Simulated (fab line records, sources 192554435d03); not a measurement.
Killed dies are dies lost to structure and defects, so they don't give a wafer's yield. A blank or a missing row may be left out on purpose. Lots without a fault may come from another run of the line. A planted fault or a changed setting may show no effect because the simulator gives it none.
Which tool did it? | flow n5_finfet | 24 lots, 72 wafers sampled, at 6 steps of a route of 1938

WHAT THE GAUGES READ, wafer by wafer
N5_BEOL_M7_THK_MEAS_53: measures by xrf. Usual: M7_THK 81.7 nm, standard deviation 2.8.
lot  | measured     | on            | M7_THK (nm)    | flag
L074 | day 10 04:55 | film_metro-01 | 76.3 83.5 82.0 |
L075 | day 10 07:31 | film_metro-01 | 82.1 77.2 82.8 |
L078 | day 12 08:04 | film_metro-01 | 79.1 77.7 79.6 |
L077 | day 12 09:52 | film_metro-01 | 81.8 82.3 77.2 |
L079 | day 13 01:34 | film_metro-02 | 82.1 80.3 81.1 |
L080 | day 13 05:16 | film_metro-01 | 84.5 80.4 79.0 |
L081 | day 13 12:07 | film_metro-02 | 83.2 83.0 83.7 |
L082 | day 13 18:05 | film_metro-01 | 76.3 83.6 80.0 |
L083 | day 14 06:29 | film_metro-02 | 80.5 84.2 82.7 |
L084 | day 14 14:26 | film_metro-02 | 78.5 82.8 83.1 |
L085 | day 14 16:15 | film_metro-02 | 82.0 84.4 84.3 |
L087 | day 14 18:47 | film_metro-01 | 80.2 79.4 81.7 |
L086 | day 14 19:23 | film_metro-02 | 78.9 78.9 83.1 |
L076 | day 15 03:45 | film_metro-01 | 81.7 82.3 78.8 |
L089 | day 15 04:01 | film_metro-02 | 81.8 81.9 79.7 |
L090 | day 15 11:46 | film_metro-02 | 77.9 81.9 84.0 |
L091 | day 16 01:56 | film_metro-01 | 78.6 82.6 84.7 |
L088 | day 16 08:05 | film_metro-02 | 87.8 87.1 80.8 |
L092 | day 16 10:49 | film_metro-02 | 90.4 85.2 79.4 |
L094 | day 16 11:38 | film_metro-01 | 80.1 83.1 83.0 |
L093 | day 16 15:20 | film_metro-01 | 81.2 81.9 80.8 |
L095 | day 16 17:13 | film_metro-01 | 78.8 74.8 81.9 |
L097 | day 16 21:39 | film_metro-02 | 88.2 82.0 84.4 |
L096 | day 16 20:35 | film_metro-01 | 82.7 85.7 88.9 |

N5_BEOL_M7_INSPECT_58: inspects for defects (darkfield). Usual: raw_defect_count 73, standard deviation 26.
lot  | measured     | on                | raw_defect_count | flag
L074 | day 10 05:05 | defect_inspect-02 | 77 89 89         |
L075 | day 10 07:40 | defect_inspect-02 | 88 70 49         |
L078 | day 12 08:14 | defect_inspect-01 | 46 42 33         |
L077 | day 12 10:01 | defect_inspect-02 | 59 78 88         |
L079 | day 13 01:43 | defect_inspect-01 | 50 52 48         |
L080 | day 13 05:25 | defect_inspect-02 | 51 74 67         |
L081 | day 13 12:16 | defect_inspect-02 | 61 53 47         |
L082 | day 13 18:16 | defect_inspect-02 | 104 82 67        |
L083 | day 14 06:38 | defect_inspect-02 | 61 102 55        |
L084 | day 14 14:36 | defect_inspect-01 | 58 61 81         |
L085 | day 14 16:24 | defect_inspect-02 | 68 64 73         |
L087 | day 14 18:57 | defect_inspect-02 | 109 115 126      |
L086 | day 14 19:32 | defect_inspect-01 | 64 56 60         |
L076 | day 15 03:56 | defect_inspect-02 | 58 48 49         |
L089 | day 15 04:12 | defect_inspect-02 | 69 34 53         |
L090 | day 15 11:55 | defect_inspect-01 | 63 70 68         |
L091 | day 16 02:06 | defect_inspect-02 | 53 83 61         |
L088 | day 16 08:15 | defect_inspect-02 | 57 39 36         |
L092 | day 16 11:01 | defect_inspect-02 | 117 93 55        |
L094 | day 16 11:47 | defect_inspect-02 | 69 90 56         |
L093 | day 16 15:29 | defect_inspect-02 | 80 101 53        |
L095 | day 16 17:22 | defect_inspect-02 | 99 41 64         |
L097 | day 16 21:48 | defect_inspect-02 | 156 120 171      |
L096 | day 16 20:54 | defect_inspect-02 | 82 94 106        |

N5_BEOL_M8_CD_MEAS_11: target cd 38.5 nm. Usual: cd_nm 38.6 nm, standard deviation 0.48.
lot  | measured     | on        | cd_nm (nm)     | flag
L074 | day 10 06:34 | cd_sem-02 | 38.4 38.6 38.5 |
L075 | day 10 10:12 | cd_sem-02 | 37.4 38.0 38.1 |
L078 | day 12 09:19 | cd_sem-03 | 38.1 38.5 39.0 |
L077 | day 12 12:26 | cd_sem-02 | 37.9 37.7 37.9 |
L079 | day 13 03:49 | cd_sem-03 | 38.6 39.5 38.8 |
L080 | day 13 08:29 | cd_sem-02 | 38.6 39.7 38.1 |
L081 | day 13 14:59 | cd_sem-03 | 39.0 39.0 38.5 |
L082 | day 13 22:32 | cd_sem-02 | 38.9 38.7 38.9 |
L083 | day 14 08:40 | cd_sem-01 | 38.2 38.7 38.7 |
L084 | day 14 17:55 | cd_sem-01 | 37.7 37.7 37.4 |
L085 | day 14 18:24 | cd_sem-02 | 38.4 38.5 38.6 |
L087 | day 14 21:24 | cd_sem-03 | 38.2 39.4 38.8 |
L086 | day 14 21:26 | cd_sem-03 | 37.9 38.7 37.1 |
L076 | day 15 07:37 | cd_sem-03 | 38.9 38.9 38.8 |
L089 | day 15 07:39 | cd_sem-03 | 38.4 39.0 38.9 |
L090 | day 15 17:32 | cd_sem-01 | 38.7 38.4 38.6 |
L091 | day 16 05:13 | cd_sem-03 | 38.6 38.3 38.5 |
L088 | day 16 10:07 | cd_sem-02 | 38.8 38.7 39.7 |
L092 | day 16 14:57 | cd_sem-02 | 39.4 38.2 37.4 |
L094 | day 16 15:22 | cd_sem-03 | 39.0 39.1 38.7 |
L093 | day 16 16:48 | cd_sem-01 | 38.6 38.6 38.7 |
L095 | day 16 19:01 | cd_sem-03 | 38.1 38.4 38.3 |
L097 | day 17 00:33 | cd_sem-02 | 38.7 39.4 37.8 |
L096 | day 16 21:59 | cd_sem-03 | 37.8 38.1 38.7 |

N5_BEOL_M8_OVL_MEAS_12. Usual: M8_OVL -0.3 nm, standard deviation 0.77.
lot  | measured     | on         | M8_OVL (nm)    | flag
L074 | day 10 06:36 | overlay-01 | -0.3 -1.6 -1.4 |
L075 | day 10 10:14 | overlay-01 | 0.7 0.0 -0.5   |
L078 | day 12 09:20 | overlay-01 | -1.4 -0.1 -0.8 |
L077 | day 12 12:28 | overlay-01 | 0.9 -0.9 0.1   |
L079 | day 13 03:50 | overlay-02 | -0.1 0.0 0.5   |
L080 | day 13 08:30 | overlay-01 | -0.8 -0.7 -1.3 |
L081 | day 13 15:01 | overlay-01 | 0.6 -2.3 -1.0  |
L082 | day 13 22:34 | overlay-01 | -1.0 -1.0 -0.6 |
L083 | day 14 08:41 | overlay-02 | -0.1 -0.3 1.3  |
L084 | day 14 17:56 | overlay-02 | -0.7 -0.3 1.2  |
L085 | day 14 18:26 | overlay-01 | -1.6 0.1 0.0   |
L087 | day 14 21:26 | overlay-02 | -1.6 -0.8 -0.6 |
L086 | day 14 21:28 | overlay-02 | -0.3 1.0 0.1   |
L076 | day 15 07:38 | overlay-02 | -1.4 -0.9 -1.8 |
L089 | day 15 07:41 | overlay-01 | 0.2 1.3 0.4    |
L090 | day 15 17:34 | overlay-01 | 0.3 0.5 0.0    |
L091 | day 16 05:14 | overlay-02 | -1.1 -0.4 -0.6 |
L088 | day 16 10:09 | overlay-01 | 0.7 -0.2 0.4   |
L092 | day 16 14:59 | overlay-01 | -1.1 -1.8 -1.2 |
L094 | day 16 15:23 | overlay-02 | -0.9 -0.7 -1.2 |
L093 | day 16 16:49 | overlay-01 | 1.9 0.8 0.6    |
L095 | day 16 19:03 | overlay-01 | 0.0 -0.1 -0.2  |
L097 | day 17 00:35 | overlay-02 | -0.3 0.3 -0.6  |
L096 | day 16 22:01 | overlay-01 | -0.4 -0.1 -0.5 |

N5_BEOL_M8_INSPECT_13: inspects for defects (brightfield). Usual: raw_defect_count 398, standard deviation 85.
lot  | measured     | on                | raw_defect_count | flag
L074 | day 10 06:37 | defect_inspect-01 | 417 352 374      |
L075 | day 10 10:15 | defect_inspect-02 | 376 426 352      |
L078 | day 12 09:34 | defect_inspect-01 | 224 217 277      |
L077 | day 12 12:29 | defect_inspect-01 | 347 473 408      |
L079 | day 13 03:52 | defect_inspect-02 | 414 314 338      |
L080 | day 13 08:32 | defect_inspect-01 | 311 564 516      |
L081 | day 13 15:02 | defect_inspect-01 | 323 255 277      |
L082 | day 13 22:36 | defect_inspect-01 | 530 414 468      |
L083 | day 14 08:43 | defect_inspect-02 | 473 582 425      |
L084 | day 14 17:58 | defect_inspect-01 | 332 410 401      |
L085 | day 14 18:27 | defect_inspect-02 | 305 383 434      |
L087 | day 14 21:28 | defect_inspect-01 | 471 472 555      |
L086 | day 14 21:29 | defect_inspect-01 | 375 335 309      |
L076 | day 15 07:40 | defect_inspect-02 | 388 297 296      |
L089 | day 15 07:43 | defect_inspect-02 | 356 545 376      |
L090 | day 15 17:36 | defect_inspect-01 | 229 432 396      |
L091 | day 16 05:16 | defect_inspect-02 | 398 397 333      |
L088 | day 16 10:10 | defect_inspect-02 | 292 259 290      |
L092 | day 16 15:00 | defect_inspect-02 | 538 391 349      |
L094 | day 16 15:25 | defect_inspect-02 | 426 499 309      |
L093 | day 16 16:51 | defect_inspect-02 | 393 424 260      |
L095 | day 16 19:05 | defect_inspect-02 | 375 311 472      |
L097 | day 17 00:36 | defect_inspect-02 | 533 432 515      |
L096 | day 16 22:03 | defect_inspect-02 | 417 476 386      |

WHICH TOOL RAN EACH LOT (tool, then ch and the chambers of the sampled wafers, then the start)
lot  | N5_BEOL_M7_ETCH_62
L074 | rie_diel-02 ch 0,1,2, day 9 22:55
L075 | rie_diel-06 ch 1,3, day 10 01:32
L078 | rie_diel-04 ch 2,3, day 12 02:08
L077 | rie_diel-06 ch 0,2,3, day 12 05:24
L079 | rie_diel-04 ch 0,2,3, day 12 21:05
L080 | rie_diel-04 ch 0,1,3, day 13 00:43
L081 | rie_diel-04 ch 0,1,2, day 13 04:04
L082 | rie_diel-06 ch 1,2,3, day 13 12:00
L083 | rie_diel-06 ch 1,2, day 13 22:39
L084 | rie_diel-06 ch 0,2,3, day 14 08:43
L085 | rie_diel-04 ch 0,2, day 14 11:05
L087 | rie_diel-04 ch 0,1,2, day 14 11:52
L086 | rie_diel-06 ch 0,1,3, day 14 14:39
L076 | rie_diel-04 ch 1,2,3, day 14 22:16
L089 | rie_diel-06 ch 0,1, day 14 22:25
L090 | rie_diel-06 ch 0,1,3, day 15 04:40
L091 | rie_diel-04 ch 0,3, day 15 21:58
L088 | rie_diel-04 ch 0,2,3, day 16 01:45
L092 | rie_diel-04 ch 0,2,3, day 16 05:28
L094 | rie_diel-04 ch 0,1,2, day 16 05:44
L093 | rie_diel-06 ch 0,1,2, day 16 06:40
L095 | rie_diel-06 ch 2,3, day 16 10:23
L097 | rie_diel-04 ch 0,2,3, day 16 15:19
L096 | rie_diel-06 ch 0,3, day 16 15:23
- N5_BEOL_M7_ETCH_62: etches SOC in N2/H2, target depth 110 nm, overetch 22 nm, time 165 s.

WHAT THE TOOLS THEMSELVES READ (means of the sampled wafers that have a number; where no wafer has one, the mark that the record gives instead)
N5_BEOL_M7_ETCH_62. Usual: drypump_motor_current_A 5.5 A, standard deviation 0.39; n2_flow_sccm 199.9 sccm, standard deviation 0.57; oes_product_au 0.67 a.u., standard deviation 0.084; rf_vpp_V 523.4 V, standard deviation 2.9; showerhead_plenum_p_Torr 2.53 Torr, standard deviation 0.11; throttle_valve_pct 17.83 %, standard deviation 0.25.
lot  | tool        | drypump_motor_current_A (A) | n2_flow_sccm (sccm) | oes_product_au (a.u.) | rf_vpp_V (V) | showerhead_plenum_p_Torr (Torr) | throttle_valve_pct (%) | flag
L074 | rie_diel-02 | 5.7                         | 199.7               | 0.67                  | 522.7        | 2.51                            | 17.69                  |
L075 | rie_diel-06 | 5.4                         | 200.5               | 0.62                  | 520.3        | 2.42                            | 17.97                  |
L078 | rie_diel-04 | 5.5                         | 199.9               | 0.59                  | 523.9        | 2.55                            | 18.11                  |
L077 | rie_diel-06 | 5.2                         | 200.0               | 0.64                  | 522.9        | 2.51                            | 17.91                  |
L079 | rie_diel-04 | 5.6                         | 199.5               | 0.64                  | 523.9        | 2.55                            | 17.94                  |
L080 | rie_diel-04 | 5.9                         | 199.7               | 0.71                  | 525.5        | 2.57                            | 17.81                  |
L081 | rie_diel-04 | 5.8                         | 200.2               | 0.72                  | 525.7        | 2.62                            | 17.81                  |
L082 | rie_diel-06 | 5.4                         | 200.0               | 0.60                  | 522.1        | 2.48                            | 17.95                  |
L083 | rie_diel-06 | 5.4                         | 200.4               | 0.59                  | 523.9        | 2.54                            | 17.91                  |
L084 | rie_diel-06 | 5.2                         | 199.4               | 0.63                  | 522.1        | 2.51                            | 17.93                  |
L085 | rie_diel-04 | 5.6                         | 199.7               | 0.69                  | 523.3        | 2.54                            | 17.79                  |
L087 | rie_diel-04 | 5.8                         | 200.1               | 0.70                  | 525.7        | 2.62                            | 17.84                  |
L086 | rie_diel-06 | 5.3                         | 200.2               | 0.63                  | 520.9        | 2.43                            | 17.83                  |
L076 | rie_diel-04 | 5.7                         | 199.7               | 0.73                  | 525.3        | 2.62                            | 17.84                  |
L089 | rie_diel-06 | 5.1                         | 200.3               | 0.66                  | 521.5        | 2.44                            | 17.65                  |
L090 | rie_diel-06 | 5.4                         | 200.3               | 0.63                  | 520.8        | 2.42                            | 17.84                  |
L091 | rie_diel-04 | 5.7                         | 200.4               | 0.77                  | 523.0        | 2.49                            | 17.65                  |
L088 | rie_diel-04 | 5.6                         | 199.7               | 0.70                  | 523.6        | 2.54                            | 17.82                  |
L092 | rie_diel-04 | 5.5                         | 200.1               | 0.70                  | 523.1        | 2.54                            | 17.83                  |
L094 | rie_diel-04 | 5.8                         | 200.0               | 0.69                  | 525.8        | 2.61                            | 17.88                  |
L093 | rie_diel-06 | 5.3                         | 200.3               | 0.77                  | 525.0        | 2.60                            | 17.50                  |
L095 | rie_diel-06 | 5.3                         | 199.7               | 0.66                  | 522.1        | 2.48                            | 18.01                  |
L097 | rie_diel-04 | 5.6                         | 200.3               | 0.69                  | 523.9        | 2.54                            | 17.83                  |
L096 | rie_diel-06 | 5.1                         | 199.9               | 0.65                  | 521.3        | 2.45                            | 17.83                  |

THE ANSWER, worked out from the rows above alone
Rule: a lot is off if the mean of its wafers that have a number lies more than 3 standard deviations from the usual mean. A lot without any number at a reading at which 4 lots or more have one is off too. The other lots that the step has rows for count as sound. The gauges are gone through in route order, then the tools' own readings, and for those a lot's mean is taken as printed above. The first step at which some lot is off is used, and at that step the reading that is off furthest; a lot without a number counts as furthest.
No lot is off at any reading shown: from this, nothing can be told.

WHAT THE SIMULATOR HAD PUT IN
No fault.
